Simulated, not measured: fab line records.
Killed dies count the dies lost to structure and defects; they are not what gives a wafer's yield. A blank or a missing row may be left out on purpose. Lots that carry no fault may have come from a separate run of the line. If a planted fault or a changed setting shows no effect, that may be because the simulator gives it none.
Matching of chambers    flow n5Finfet    rieSi-02 running N5_FIN_SAQP_MANDREL_ETCH_58: 4 sister chambers
The step etches a-Si in HBr/Cl2, stops on SiNx, target depth 45 nm, bt time 10 s, time 27 s. 8 wafers are shown with their chamber, then 10 later ones without.

== EACH WAFER AND ITS CHAMBER ==
wafer   chamber  throttleValvePct (%)  drypumpMotorCurrentA (A)
L087.1  3        35.69                 5.3
L087.4  1        35.62                 5.5
L089.1  1        35.62                 5.6
L089.4  3        35.66                 5.3
L091.3  0        35.24                 5.3
L091.6  2        35.35                 5.9
L092.4  2        35.31                 5.9
L092.5  0        35.23                 5.3

== WAFERS WHOSE CHAMBER IS MISSING ==
wafer   throttleValvePct (%)  drypumpMotorCurrentA (A)
L092.6  35.62                 5.6
L093.1  35.23                 5.3
L093.4  35.63                 5.6
L093.6  35.29                 5.9
L094.1  35.64                 5.6
L094.2  35.70                 5.3
L094.3  35.33                 5.9
L096.1  35.70                 5.3
L096.3  35.31                 6.0
L096.4  35.64                 5.6

== EACH ONE'S CHAMBER ==
wafer   from the rows above  in truth
L092.6  1                    1
L093.1  0                    0
L093.4  1                    1
L093.6  2                    2
L094.1  1                    1
L094.2  3                    3
L094.3  2                    2
L096.1  3                    3
L096.3  2                    2
L096.4  1                    1
10 of 10 placed correctly. From these rows, 0 cannot be placed. Placed wrongly: 0.
How it was worked out, from the rows above alone: a wafer's distance from a chamber is the root of the sum, over the readings, of the square of ((its reading less the chamber's mean) divided by the reading's scatter). If the next closest chamber is less than 2 further off than the closest, the wafer can't be placed; otherwise it belongs to the closest. For every chamber, the mean is computed from those of its wafers that are shown. The scatter: the root of (the sum of the squares of (reading less its chamber's mean) over the shown wafers, divided by (wafers less chambers)).
